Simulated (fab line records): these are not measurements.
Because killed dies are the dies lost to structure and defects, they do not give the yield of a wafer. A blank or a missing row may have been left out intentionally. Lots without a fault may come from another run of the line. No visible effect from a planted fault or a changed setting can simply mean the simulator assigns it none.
Problem report in the 8D (eight disciplines) form, filled by code    flow nand harc    the parts of the form that need people (team, actions taken, sign-off) are left out

== 1. THE ISSUE ==
Wafers with no fault read 0.948 a.u. with a standard deviation of 0.025, whereas oes product au at NHARC_A_M1_ETCH_15 reads a mean of 1.196 a.u. on 1 wafer of 1 lot. Relative to the usual mean, that is a shift of +9.9 standard deviations.
The step: etches the open film in C4F8/Ar, target depth 182.5 nm, time 91.2 s.
Earliest sighting: wafer L486.3 on rie diel-11 at day 20 15:13. The record holds 34 wafers of 12 lots with a number at this step. Rule for "out", or "out of limits": more than 4 standard deviations from the usual mean. Any other wafer with a number is counted as sound.

== 2. WHAT IT IS, WHAT IT ISN'T ==
question                     is                      is not
which readings at this step  oes product au          bias w, rf vpp V
which lots                   L486                    L474, L475, L476, L477, L479, L480, L482, L488, L489, L490, L493
which wafers of those lots   all that have a number  -
read on which tools          rie diel-11             rie diel-03, rie diel-08
when                         from day 20 15:13       up to then (21 sound wafers); but 12 sound wafers of L488, L489, L490, L493 came after

== 3. SUSPECTS, AND WHAT RULES EACH OUT ==
Counting: a tool at a process step up to the reading stays a suspect if it ran every lot that is out and no sound lot after the first of them.
- rie diel-11 at NHARC_A_M1_DESCUM_14 (chemistry O2, time 3 s): kept. It ran the lot that is out, L486 (day 20 15:04), and no sound lot after that; its last sound lot up to then is L482 (day 19 16:02).
- rie diel-11 at NHARC_A_M1_ETCH_15 (etches the open film in C4F8/Ar, target depth 182.5 nm, time 91.2 s): kept. It ran the lot that is out, L486 (day 20 15:13), and no sound lot after that; its last sound lot up to then is L482 (day 19 16:14). Its own readings are out on those wafers: oes product au.
Remaining after the count are rie diel-11 at NHARC_A_M1_DESCUM_14 and rie diel-11 at NHARC_A_M1_ETCH_15.

== 4. THE CAUSE (what the simulator had put in) ==
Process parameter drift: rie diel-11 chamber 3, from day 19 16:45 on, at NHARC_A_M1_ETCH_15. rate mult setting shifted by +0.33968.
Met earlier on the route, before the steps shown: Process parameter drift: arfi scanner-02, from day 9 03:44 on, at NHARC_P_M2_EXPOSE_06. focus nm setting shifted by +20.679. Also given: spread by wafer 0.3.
After counting, 2 suspects remain, this tool included.

== 5. SEQUENCE OF EFFECTS, ordered by route ==
Rows list readings where the struck wafers' mean (over those with a number) sits beyond 3 standard deviations from the usual. Only readings whose record carries a usual standard deviation are examined. hours: median over the lots of the time between each lot's start at the first step of this table that gives one and its start at this step. sigmas: the change, counted in usual standard deviations.
hours  step                reading         usual       on struck wafers  change  sigmas
0      NHARC_A_M1_ETCH_15  oes product au  0.948 a.u.  1.196             +0.248  +9.9
The process steps in it:
- NHARC_A_M1_ETCH_15: etches the open film in C4F8/Ar, target depth 182.5 nm, time 91.2 s.
At these later measuring or inspecting steps, every struck wafer for which the step has a row has a number for every such reading, and none has moved that far: NHARC_END_SORT_01.

== 6. HOW IT WOULD HAVE BEEN CAUGHT EARLIER ==
In this record no reading fell out of limits until day 20 15:13, 22 hours after the fault had begun at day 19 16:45.
